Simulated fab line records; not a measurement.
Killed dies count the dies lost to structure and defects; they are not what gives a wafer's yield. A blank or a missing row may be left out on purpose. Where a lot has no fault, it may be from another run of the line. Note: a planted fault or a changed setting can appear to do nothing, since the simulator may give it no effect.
A struck lot beside a sound one    flow nandHarc    15 out of 1302 route steps
Sound: the wafers L916.1, L916.2, L916.6. Struck: wafer L930.2. (L930.1, L930.6 of the same lot were not struck and are left out.) The cause comes at the end.
Order at every step that has rows: each side's tool, ch and its chambers, its first start. Under that, the readings that differ: sound wafers    struck wafers    difference of the means    sigmas: that difference in standard deviations of wafers without a fault.
alike: readings with means less than 2 such deviations apart, plus words and numbers identical on both sides. not compared: withheld readings, readings lacking a value on some wafer, bounds such as >300 that could conceal the same value, and numbers that have no deviation in the record and whose values overlap.
The two part at a step that has a row with sigmas, a row that says differs or no value, or rows on one side only. When numbers do not overlap yet have no deviation, they are printed without sigmas and do not part them. A reading missing from all wafers of one side parts the sides only when that side holds two or more wafers.

first, 8 steps without rows for these wafers: NHARC_A_SGD_CUT_COAT_56 (time 75 s); NHARC_A_SGD_CUT_COAT_57 (time 65 s); NHARC_A_SGD_CUT_COAT_03 (resist thk 90 nm); NHARC_A_SGD_CUT_SOFTBAKE_04 (time 55 s); NHARC_A_SGD_CUT_EBR_05; NHARC_A_SGD_CUT_EXPOSE_06 (exposes mask SGD); NHARC_A_SGD_CUT_PEB_07 (peb time 65 s); NHARC_A_SGD_CUT_DEVELOP_08 (develop time 35 s).
NHARC_A_SGD_CUT_CD_MEAS_09: the cd target is 100 nm.
  sound on cdSem-02 ch 0, day 19 22:58; struck on cdSem-02 ch 0, day 25 17:24
  alike: cdNm
NHARC_A_SGD_CUT_OVL_MEAS_10:
  sound on overlay-02 at day 19 23:04; struck on overlay-01 at day 25 17:29
  alike: overlayXNm, overlayYNm
NHARC_A_SGD_CUT_INSPECT_11:
  sound on defectInspect-01 at day 19 23:06; struck on defectInspect-02 at day 25 17:31
  alike: rawDefectCount
NHARC_A_SGD_CUT_DESCUM_14: chemistry O2, time 3 s.
  sound on rieDiel-05 ch 0,1,2, day 19 23:10; struck on rieDiel-10 ch 0, day 25 17:35
reading                   sound           struck  difference  sigmas
drypumpMotorCurrentA (A)  5.49 5.83 5.96  5.07    -0.69       -2
  alike: mfcArSccm, oesProductAu, rfVppV, showerheadPlenumPTorr, throttleValvePct
  not compared: rfHoursCounterH
NHARC_A_SGD_CUT_ETCH_58: etches the open film in CF4, target depth 39 nm, time 65 s.
  sound on rieDiel-05 ch 1,2,3, day 19 23:16; struck on rieDiel-10 ch 0, day 25 17:41
reading                   sound                 struck  difference  sigmas
drypumpMotorCurrentA (A)  5.97 5.88 5.46        5.06    -0.71       -2
runLengthS (s)            86.6 87.1 87.0        65.4    -21.5       -41
throttleValvePct (%)      13.290 13.293 13.296  13.270  -0.023      -3
  alike: mfcArSccm, oesProductAu, rfVppV, showerheadPlenumPTorr
  not compared: rfHoursCounterH
NHARC_A_SGD_CUT_ETCH_59: etches the open film in N2/H2, target depth 260 nm, time 406.25 s.
  sound on rieDiel-05 ch 0,1; struck on rieDiel-10 ch 0
reading                   sound           struck  difference  sigmas
drypumpMotorCurrentA (A)  5.95 5.49 5.50  5.07    -0.58       -2
  alike: mfcArSccm, oesProductAu, rfVppV, runLengthS, showerheadPlenumPTorr, throttleValvePct
  not compared: rfHoursCounterH
-- record jumps: 5 days between struck wafers' starts before vs after; left off in module A_SGD_CUT, resumes in module END, first step shown is number 1302 of the route --
NHARC_END_SORT_01:
  at this point the record logs the struck wafers (prober-01 ch 0, day 31 03:01) and has no rows for the sound ones

## WHERE THEY PART
At NHARC_A_SGD_CUT_DESCUM_14 first; at NHARC_END_SORT_01 last (within this record only).

WHY: the cause the simulator had injected
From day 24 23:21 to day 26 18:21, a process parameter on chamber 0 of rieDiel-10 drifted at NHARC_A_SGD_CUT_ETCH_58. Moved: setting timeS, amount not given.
